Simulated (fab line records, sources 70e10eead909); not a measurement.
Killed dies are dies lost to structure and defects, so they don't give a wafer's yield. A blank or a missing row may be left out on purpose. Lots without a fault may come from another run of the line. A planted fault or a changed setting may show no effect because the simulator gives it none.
Problem report in the 8D (eight disciplines) form, filled by code | flow nand_harc | the parts of the form that need people (team, actions taken, sign-off) are left out

1. THE PROBLEM
killed_at_array at NHARC_END_SORT_01 reads a mean of 670 on 3 wafers of 3 lots; wafers without a fault read 56 with a standard deviation of 21. That is +29 standard deviations from the usual mean.
First seen on wafer L645.3, day 30 03:55, on prober-01. The record holds 8 wafers of 3 lots with a number at this step. Rule for "out", or "out of limits": more than 4 standard deviations from the usual mean. The other wafers with a number count as sound.

2. WHAT IT IS AND WHAT IT IS NOT
question                    | is                           | is not
which readings at this step | killed_at_array, killed_dies | killed_at_other, killed_open, killed_short
which lots                  | L645, L646, L647             | -
which wafers of those lots  | L645.3, L646.3, L647.5       | L645.2, L645.4, L646.1, L647.2, L647.4
read on which gauges        | prober-01, prober-02         | -
when                        | from day 30 03:55            | up to then (1 sound wafer); but 4 sound wafers of L645, L646, L647 came after

3. SUSPECTS, AND WHAT RULES EACH OUT
Counting: a tool at a process step up to the reading stays a suspect if it ran every lot that is out. Sound lots after the first of them don't rule it out here, since some wafers of a struck lot are sound.
- the gauge at NHARC_END_SORT_01: ruled out. The wafers that are out were read on 2 gauges (prober-01, prober-02).
- ald_metal-04 at NHARC_A_CONTACT_ALD_18 (deposits TiN, target thk 3 nm, pulse time 1 s, ald cycles 150): kept. It ran every lot that is out, first L645 (day 28 00:53).
Left after counting: ald_metal-04 at NHARC_A_CONTACT_ALD_18.

4. THE CAUSE (what the simulator had put in)
Process parameter drift: ald_metal-04, from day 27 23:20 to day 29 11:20, at NHARC_A_CONTACT_ALD_18. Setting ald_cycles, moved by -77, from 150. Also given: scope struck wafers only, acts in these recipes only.
Counting left only this tool.

5. THE CHAIN OF EFFECTS, in route order
Each row: a reading whose mean over the struck wafers that have a number lies more than 3 standard deviations from the usual. Only readings for which the record gives a usual standard deviation are gone through. hours: the time from each lot's start at the first step in this table that gives one to its start at this step, as a median over the lots. sigmas: the change in usual standard deviations.
hours | step              | reading         | usual | on struck wafers | change | sigmas
0     | NHARC_END_SORT_01 | killed_at_array | 56    | 670              | +614   | +29
0     | NHARC_END_SORT_01 | killed_dies     | 61    | 677              | +616   | +29

6. WHAT WOULD HAVE CAUGHT IT SOONER
In this record the first reading out of limits at a measuring or inspecting step was taken at day 30 03:55, 53 hours after the fault began at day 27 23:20.
Of the tool readings at NHARC_A_CONTACT_ALD_18 for which the record gives a usual standard deviation, none was out on any struck wafer, so an alarm limit of 4 standard deviations on them would not have fired.
All the lots that are out (3) had begun NHARC_A_CONTACT_ALD_18 on ald_metal-04 by day 30 03:55. A hold on the tool at that time would have spared none of them.
